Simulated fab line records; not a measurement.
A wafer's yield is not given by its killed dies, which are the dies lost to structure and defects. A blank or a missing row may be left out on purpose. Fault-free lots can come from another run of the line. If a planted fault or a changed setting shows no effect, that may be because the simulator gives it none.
8D (eight disciplines) problem report, filled in by code    flow nand harc    the parts of the form that need people (team, actions taken, sign-off) are left out

== 1. THE PROBLEM ==
At NHARC_A_ONON_D1_THK_MEAS_02, thk nm averages 686 nm over 3 wafers from 2 lots, while fault-free wafers read 1001 nm, standard deviation 10. Measured from the usual mean, that is -32 standard deviations.
The step: measures by ellipsometry.
First observed at day 9 17:53: wafer L901.1, on film metro-02. The record holds 42 wafers of 14 lots with a number at this step. Rule for "out", or "out of limits": more than 4 standard deviations from the usual mean. Any other wafer with a number is counted as sound.

== 2. WHAT IT IS, AND WHAT IT ISN'T ==
question                     is                            is not
which readings at this step  thk nm                        -
which lots                   L901, L903                    L897, L909, L910, L911, L912, L913, L914, L915, L917, L918, L919, L920
which wafers of those lots   L901.1, L901.6, L903.2        L901.3, L903.4, L903.5
read on which gauges         film metro-01, film metro-02  -
when                         from day 9 17:53              up to then (4 sound wafers); but 35 sound wafers of L903, L909, L910, L911, L912, L913, L914, L915, L917, L918, L919, L920 came after

== 3. SUSPECTS, AND WHAT RULES EACH OUT ==
Counting: if a tool at a process step up to the reading ran every lot that is out, it stays a suspect. Sound lots after the first of them don't rule it out here, since some wafers of a struck lot are sound.
- the gauge at NHARC_A_ONON_D1_THK_MEAS_02: ruled out. 2 gauges (film metro-01, film metro-02) read the wafers that are out.
- pecvd onon-01 at NHARC_A_ONON_D1_DEP_00 (target thk 1000 nm): kept. Ran every lot that is out, first one L901 (day 9 17:22); last sound lot up to then L897 (day 7 20:02).
The count leaves pecvd onon-01 at NHARC_A_ONON_D1_DEP_00.

== 4. THE CAUSE (what the simulator had put in) ==
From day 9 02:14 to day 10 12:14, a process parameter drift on pecvd onon-01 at NHARC_A_ONON_D1_DEP_00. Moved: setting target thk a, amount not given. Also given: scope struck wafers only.
This tool alone remained once counting was done.

== 5. THE CHAIN OF EFFECTS, in route order ==
Rows list readings where the struck wafers' mean (over those with a number) sits beyond 3 standard deviations from the usual. Readings are gone through only where the record gives a usual standard deviation; hours: the median, over the lots, of the time from a lot's start at the first step in this table giving one to that lot's start at this step; sigmas: the change measured in usual standard deviations.
hours  step                         reading  usual    on struck wafers  change  sigmas
0      NHARC_A_ONON_D1_THK_MEAS_02  thk nm   1001 nm  686               -315    -32

== 6. WHAT WOULD HAVE CAUGHT IT SOONER ==
In this record the first reading out of limits at a measuring or inspecting step was taken at day 9 17:53, 16 hours after the fault began at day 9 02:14.
L903, from the lots that are out (2), started NHARC_A_ONON_D1_DEP_00 on pecvd onon-01 later than day 9 17:53. Had the tool been put on hold then, it would have been spared.
